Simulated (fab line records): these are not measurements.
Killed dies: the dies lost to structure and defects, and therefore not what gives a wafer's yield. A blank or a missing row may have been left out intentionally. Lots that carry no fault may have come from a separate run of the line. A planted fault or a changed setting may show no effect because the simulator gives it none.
fab line records	flow nand-harc
record lots=13	wafers=39	last-day=24
route steps=1159 shown A_ZERO_WELL@404 A_ONON_D1@444 A_CHANNEL_HOLE_D1@451 END@1159
lots that met no fault: taken from a fault-free run of the same line
start-h: hours from the record's first day to the start of the lot's first wafer shown	wait-h: time in hours since the lot's previous step	" repeats the value in the row above	L1.1+2: a single row standing in for several wafers	- no value present, or no start provided	* or withheld: withheld	< > ~ a bound
route shown NAME@n: NAME is a module with steps in the file, n the number in the route of the first one	usual: mean/standard deviation of fault-free wafers	same: alike in all rows	chamber/n: place in a boat	sites: per-site readings	_std_site: their standard deviation	_edge_site: outer sites' mean less inner sites'	radius-mm: for every site, how far away it sits from the centre of the wafer	mask NAME#n: copy n	behind: the last tool/chamber to shape the wafer	hold: why the lot went on hold/how many hours it stayed there/how the hold came to an end	device: names the non-switching transistor (n, p or np)	end of line: tests of these same wafers at the route's end	a step given without rows: its recipe and nothing more	killed: dies that structure and defects cost at the first sort, which is not the same as the wafer's yield	map: shows each die of a wafer: x if killed, . if not, _ if none is there
set.NAME: the setting the step ran with; set.NAME@STEP: the setting that earlier step ran with	model.NAME: the simulator's own value behind a step, which no gauge read
one table for each step of the route and one row for each wafer, over a sample of lots
services: from which hour (start-h, from the record's first day; less than 0 if before it) a tool's chamber was out of use, for how many hours, and why
## steps
# step NHARC_A_ZERO_WELL_ETCH_19
# recipe target-depth-a=800	overetch-a=240	time-s=87.88	ion-energy-ev=200	n2-flow-sccm=150	h2-flow-sccm=150	ar-flow-sccm=0	rf-w=400	bias-w=150	chemistry=N2/H2
# usual drypump-motor-current-A=5.6/0.5	oes-product-au=1.001/0.011	rf-vpp-V=431/3	showerhead-plenum-p-Torr=2.05/0.11	throttle-valve-pct=14.172/0.0096
lot.wafer	tool	chamber	start-h	wait-h	drypump-motor-current-A	oes-product-au	rf-hours-counter-h	rf-vpp-V	showerhead-plenum-p-Torr	throttle-valve-pct
L756.1	rie-diel-03	3	128.53	0.1	5.6	1.013	4.6	429	1.99	14.171
L756.4	"	1	"	"	4.8	1.006	4.5	424	1.90	14.183
L756.6	"	3	"	"	5.7	1.004	-	429	1.99	14.168
L758.3	rie-diel-03	0	151.38	0.1	6.1	1.008	5.6	433	2.13	14.177
L758.5	"	2	"	"	5.9	0.996	-	433	2.08	14.174
L758.6	"	3	"	"	5.6	1.003	-	427	1.99	14.173
L759.3	rie-diel-03	1	151.55	0.1	4.9	0.992	5.5	427	1.90	14.191
L759.4	"	2	"	"	5.9	0.978	5.7	433	2.08	14.176
L759.1	"	0	"	"	6.1	1.004	5.6	432	2.13	14.190
L761.1	rie-diel-12	0	166.16	0.1	5.8	0.991	9.1	433	2.13	14.165
L761.5	"	1	"	"	4.9	0.977	-	431	2.05	14.158
L761.6	"	2	"	"	5.4	0.982	-	434	2.20	14.177
L760.4	rie-diel-03	2	166.89	0.1	5.9	0.990	8.2	433	2.08	14.172
L760.5	"	1	"	"	4.9	1.010	-	426	1.90	14.180
L760.6	"	2	"	"	5.9	0.991	-	431	2.08	14.157
L763.1	rie-diel-03	1	180.40	0.1	4.9	1.007	9.6	427	1.89	14.171
L763.5	"	1	"	"	4.9	1.012	-	427	1.89	14.176
L763.6	"	2	"	"	5.9	0.986	-	433	2.08	14.172
L764.1	rie-diel-02	1	181.62	0.1	5.9	1.015	2.1	428	1.92	14.170
L764.4	"	2	"	"	5.5	1.002	2.2	428	1.91	14.172
L764.5	"	0	"	"	5.1	1.007	-	435	2.20	14.166
L766.4	rie-diel-12	0	188.57	0.1	5.8	0.988	11.0	433	2.13	14.177
L766.2	"	1	"	"	4.9	0.987	9.9	430	2.05	14.175
L766.3	"	3	"	"	6.5	1.007	8.7	434	2.15	14.174
L769.4	rie-diel-02	0	215.15	0.1	5.1	1.016	6.4	436	2.20	14.181
L769.2	"	1	"	"	5.9	1.017	5.6	427	1.92	14.172
L769.1	"	2	"	"	5.5	1.014	5.1	426	1.91	14.189
L768.2	rie-diel-12	1	215.72	0.1	4.9	0.992	0.5	430	2.05	14.185
L768.5	"	3	"	"	6.5	1.009	-	434	2.15	14.195
L768.6	"	0	"	"	5.8	0.980	-	434	2.13	14.177
L772.1	rie-diel-03	2	237.78	0.1	5.9	0.992	1.0	432	2.08	14.185
L772.3	"	0	"	"	6.1	1.006	0.8	433	2.12	14.159
L772.5	"	2	"	"	5.9	0.992	-	433	2.08	14.171
L774.3	rie-diel-12	2	239.44	0.1	5.4	1.005	3.5	435	2.19	14.169
L774.1	"	3	"	"	6.5	1.005	3.4	434	2.15	14.163
L774.4	"	1	"	"	4.9	0.998	3.1	432	2.05	14.167
L777.3	rie-diel-03	1	258.55	0.1	4.8	1.005	2.1	428	1.89	14.166
L777.5	"	2	"	"	5.9	1.006	-	433	2.08	14.178
L777.6	"	3	"	"	5.6	1.001	-	429	1.99	14.176
# step NHARC_A_ZERO_WELL_INSPECT_17
# usual raw-defect-count=11/5.6
lot.wafer	tool	chamber	start-h	wait-h	raw-defect-count
L756.1	defect-inspect-02	-	129.75	0.2	5
L756.4	"	-	"	"	6
L756.6	"	-	"	"	5
L758.3	defect-inspect-01	-	152.58	0.1	16
L758.5	"	-	"	"	11
L758.6	"	-	"	"	14
L759.1	defect-inspect-01	-	152.78	0.2	18
L759.3	"	-	"	"	16
L759.4	"	-	"	"	5
L761.1	defect-inspect-02	-	167.36	0.2	9
L761.5	"	-	"	"	7
L761.6	"	-	"	"	7
L760.4	defect-inspect-01	-	168.11	0.1	15
L760.5	"	-	"	"	20
L760.6	"	-	"	"	10
L763.1	defect-inspect-01	-	181.72	0.2	9
L763.5	"	-	"	"	19
L763.6	"	-	"	"	22
L764.1	defect-inspect-02	-	182.83	0.2	6
L764.4	"	-	"	"	6
L764.5	"	-	"	"	8
L766.2	defect-inspect-01	-	189.80	0.1	9
L766.3	"	-	"	"	6
L766.4	"	-	"	"	10
L769.1	defect-inspect-02	-	216.41	0.2	10
L769.2	"	-	"	"	9
L769.4	"	-	"	"	6
L768.2	defect-inspect-01	-	216.95	0.1	5
L768.5	"	-	"	"	12
L768.6	"	-	"	"	11
L772.1	defect-inspect-02	-	239.00	0.2	1
L772.3	"	-	"	"	14
L772.5	"	-	"	"	11
L774.1	defect-inspect-01	-	240.67	0.2	17
L774.3	"	-	"	"	9
L774.4	"	-	"	"	7
L777.3	defect-inspect-02	-	259.81	0.1	1
L777.5	"	-	"	"	10
L777.6	"	-	"	"	10
# step NHARC_A_ONON_D1_DEP_28
# recipe target-thk-a=10000	n2-flow-sccm=2750	n2o-flow-sccm=2000	nh3-flow-sccm=500	sih4-flow-sccm=210	temp-c=400
lot.wafer	tool	chamber	start-h	wait-h
L756.1+4+6	pecvd-onon-04	0	163.91	0.1
L759.1+3+4	pecvd-onon-03	0	186.92	0.1
L758.3+5+6	pecvd-onon-01	0	187.01	0.2
L761.1+5+6	pecvd-onon-03	0	202.39	0.1
L760.4+5+6	pecvd-onon-04	0	202.52	0.2
L764.1+4+5	pecvd-onon-01	0	216.35	0.1
L763.1+5+6	pecvd-onon-04	0	216.36	0.1
L766.2+3+4	pecvd-onon-04	0	224.13	0.1
L769.1+2+4	pecvd-onon-03	0	249.63	0.1
L768.2+5+6	pecvd-onon-01	0	249.90	0.1
L772.1+3+5	pecvd-onon-01	0	269.87	0.1
L774.1+3+4	pecvd-onon-01	0	278.85	0.1
L777.3+5+6	pecvd-onon-04	0	291.99	0.2
# step NHARC_A_ONON_D1_THK_MEAS_30
# recipe thk-meas-gauge=ellipsometry
# usual thk-nm=1002/10
lot.wafer	tool	chamber	start-h	wait-h	thk-nm
L756.1	film-metro-01	-	164.41	-	994
L756.4	"	-	"	"	996
L756.6	"	-	"	"	998
L758.3	film-metro-01	-	187.43	-	983
L758.5	"	-	"	"	981
L758.6	"	-	"	"	983
L759.1	film-metro-02	-	187.45	-	984
L759.3	"	-	"	"	986
L759.4	"	-	"	"	984
L760.4	film-metro-01	-	202.86	-	1007
L760.5	"	-	"	"	1007
L760.6	"	-	"	"	1007
L761.1	film-metro-02	-	202.93	-	1007
L761.5	"	-	"	"	1008
L761.6	"	-	"	"	1008
L764.1	film-metro-01	-	216.85	-	995
L764.4	"	-	"	"	995
L764.5	"	-	"	"	996
L763.1	film-metro-02	-	216.87	-	998
L763.5	"	-	"	"	998
L763.6	"	-	"	"	995
L766.2	film-metro-02	-	224.61	-	1017
L766.3	"	-	"	"	1016
L766.4	"	-	"	"	1015
L769.1	film-metro-02	-	250.14	-	1003
L769.2	"	-	"	"	1003
L769.4	"	-	"	"	1003
L768.2	film-metro-01	-	250.35	-	1005
L768.5	"	-	"	"	1005
L768.6	"	-	"	"	1004
L772.1	film-metro-02	-	270.38	-	1545
L772.3	"	-	"	"	1002
L772.5	"	-	"	"	1002
L774.1	film-metro-02	-	279.35	-	1547
L774.3	"	-	"	"	1002
L774.4	"	-	"	"	1003
L777.3	film-metro-02	-	292.38	-	998
L777.5	"	-	"	"	998
L777.6	"	-	"	"	997
# step NHARC_A_CHANNEL_HOLE_D1_DEP_01
# recipe target-thk-a=1400	target-thk-nm=140	temp-c=400	pressure-torr=3.5	flow-sccm=200	rf-w=350	material=SiON
# usual heater-power-w=725/92
lot.wafer	tool	chamber	start-h	wait-h	heater-power-w
L756.1	pecvd-02	0	170.37	1.7	637
L756.6	"	2	"	"	803
L756.4	"	0	"	"	629
L758.3	pecvd-04	0	190.66	1.0	948
L758.5	"	1	"	"	749
L758.6	"	0	"	"	956
L759.3	pecvd-01	2	190.79	1.0	775
L759.1	"	0	"	"	585
L759.4	"	0	"	"	576
L760.4	pecvd-02	1	205.55	0.8	694
L760.6	"	2	"	"	784
L760.5	"	0	"	"	673
L761.1	pecvd-02	0	205.67	1.8	630
L761.6	"	2	"	"	779
L761.5	"	0	"	"	627
L764.1	pecvd-04	1	220.61	1.7	868
L764.4	"	1	"	"	860
L764.5	"	2	"	"	656
L763.1	pecvd-02	0	221.82	1.6	609
L763.6	"	0	"	"	621
L763.5	"	2	"	"	856
L766.2	pecvd-02	1	228.28	1.3	655
L766.3	"	0	"	"	598
L766.4	"	1	"	"	677
L769.1	pecvd-04	0	253.77	1.6	823
L769.2	"	1	"	"	753
L769.4	"	0	"	"	827
L768.2	pecvd-01	0	254.21	1.3	624
L768.5	"	2	"	"	745
L768.6	"	1	"	"	783
L772.3	pecvd-04	0	274.04	1.0	872
L772.5	"	1	"	"	732
L774.3	pecvd-02	0	282.13	1.2	725
L774.4	"	1	"	"	669
L777.3	pecvd-02	2	296.19	1.1	774
L777.5	"	0	"	"	711
L777.6	"	1	"	"	704
# step NHARC_END_SORT_01
# recipe temp-c=25
# usual killed-at-array=29/13	killed-at-other=0.7/1	killed-at-periphery=3.2/2.3	killed-dies=33/13	killed-open=3.3/1.7	killed-short=2.0/1.5
# same gross-dies=677
lot.wafer	tool	chamber	start-h	wait-h	killed-at-array	killed-at-other	killed-at-periphery	killed-dies	killed-open	killed-short
L772.1	prober-01	0	548.24	2.5	675	2	0	677	2	0
L772.3	prober-01	0	549.84	3.1	26	3	4	33	3	1
L772.5	prober-01	0	551.45	3.7	25	3	5	33	6	2
L774.1	prober-02	0	554.61	2.5	672	0	5	677	1	3
L774.3	prober-02	0	556.23	3.1	39	0	3	42	7	1
L774.4	prober-02	0	557.04	3.4	41	0	1	42	2	3
# killed by level:class
L772.1 A_ONON_D1:area-dep=657 A_CHANNEL_HOLE_D1:chamber-film-flake=14 THIN_TSV:chamber-film-flake=2 A_WL_FILL:geometric-particle:open=1 A_CONTACT:geometric-particle:open=1 A_STAIRCASE:chamber-film-flake=1 A_CONTACT:chamber-film-flake=1
L772.3 A_CHANNEL_HOLE_D1:chamber-film-flake=19 A_CONTACT:chamber-film-flake=5 THIN_TSV:chamber-film-flake=3 P_CONTACT:geometric-particle:open=2 A_ONON_D1:geometric-particle:short=1 A_WL_FILL:geometric-particle:open=1 P_STI:chamber-film-flake=1 P_GATE:chamber-film-flake=1
L772.5 A_CHANNEL_HOLE_D1:chamber-film-flake=19 A_CONTACT:geometric-particle:open=3 P_STI:chamber-film-flake=3 THIN_TSV:chamber-film-flake=3 A_ONON_D1:geometric-particle:open=2 P_CONTACT:geometric-particle:open=1 P_M0:geometric-particle:short=1 A_SGD_CUT:geometric-particle:short=1
L774.1 A_ONON_D1:area-dep=645 A_CONTACT:chamber-film-flake=11 A_SLIT:chamber-film-flake=7 A_CHANNEL_HOLE_D1:chamber-film-flake=6 P_GATE:chamber-film-flake=4 P_M2:geometric-particle:short=1 A_CHANNEL_HOLE_D1:geometric-particle:short=1 A_WL_FILL:geometric-particle:short=1
L774.3 A_SLIT:chamber-film-flake=12 A_CONTACT:chamber-film-flake=11 A_CHANNEL_HOLE_D1:chamber-film-flake=8 A_CHANNEL_FILL_D1:geometric-particle:open=2 P_GATE:geometric-particle:open=1 P_M1:geometric-particle:open=1 A_WL_FILL:geometric-particle:open=1 A_CONTACT:geometric-particle:open=1
L774.4 A_SLIT:chamber-film-flake=23 A_CONTACT:chamber-film-flake=10 A_WL_FILL:geometric-particle:short=2 A_ONON_D1:geometric-particle:short=1 A_WL_FILL:geometric-particle:open=1 A_CONTACT:geometric-particle:open=1 P_GATE:chamber-film-flake=1 A_CHANNEL_HOLE_D1:chamber-film-flake=1
## services
tool	chamber	start-h	hours	kind
pecvd-01	-	105.96	0.6	repair
rie-diel-02	0	108.44	6.3	repair
rie-diel-03	0	121.12	-	clean
rie-diel-03	1	121.12	-	clean
rie-diel-03	2	121.12	-	clean
rie-diel-03	3	121.12	-	clean
rie-diel-12	1	140.48	8.1	repair
rie-diel-03	0	145.62	-	clean
rie-diel-03	1	145.62	-	clean
rie-diel-02	-	150.70	9.0	pm
pecvd-02	-	153.00	13.0	pm
pecvd-onon-03	-	153.00	13.0	pm
rie-diel-03	3	172.80	18.3	repair
pecvd-onon-03	-	180.71	3.5	repair
rie-diel-02	3	183.17	3.3	repair
pecvd-04	-	195.00	13.0	pm
pecvd-onon-01	-	195.31	13.0	pm
rie-diel-12	-	202.47	9.0	pm
pecvd-02	-	210.38	1.4	repair
rie-diel-03	-	215.30	9.0	pm
pecvd-onon-04	-	237.00	13.0	pm
pecvd-01	-	237.21	13.0	pm
rie-diel-02	1	246.19	5.3	repair
pecvd-04	2	250.01	4.5	repair
## key
first-sign step=NHARC_A_ONON_D1_THK_MEAS_30	reading=thk-nm	direction=up	sigmas=54	usual=1002	struck=1546
effect step=NHARC_END_SORT_01	reading=killed-at-array	direction=up	sigmas=50	usual=29	struck=674
more-kills-born-at NHARC_A_ONON_D1_DEP_28@pecvd-onon-01=1302
met-at NHARC_A_ONON_D1_DEP_28
struck-lots L772,L774
struck-wafers L772.1,L774.1
later-rows-left-out L772.1,L774.1
tester-left-out L772,L774
not-acting-at NHARC_A_ZERO_WELL_ETCH_19,NHARC_A_ZERO_WELL_INSPECT_17,NHARC_A_CHANNEL_HOLE_D1_DEP_01
onset-between 249.90 269.87
fault kind=process-parameter-drift	tool=pecvd-onon-01	chamber=-	onset-h=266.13	steps=NHARC_A_ONON_D1_DEP_28	channel=target-thk-a	offset=*	shape=step	end-h=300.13	scope=struck-wafers-only	acts-in=*	stated=*
# tester-left-out: of these lots the tester's yield and bins aren't shown, on N5 and GAA mostly nor the transistor test; their killed dies are dies lost to structure and defects alone, not to doping, threshold or leakage, so they don't give the yield
# later-rows-left-out: the simulator's readings of these wafers behind a module that went badly wrong aren't trusted and aren't shown, but for the sort
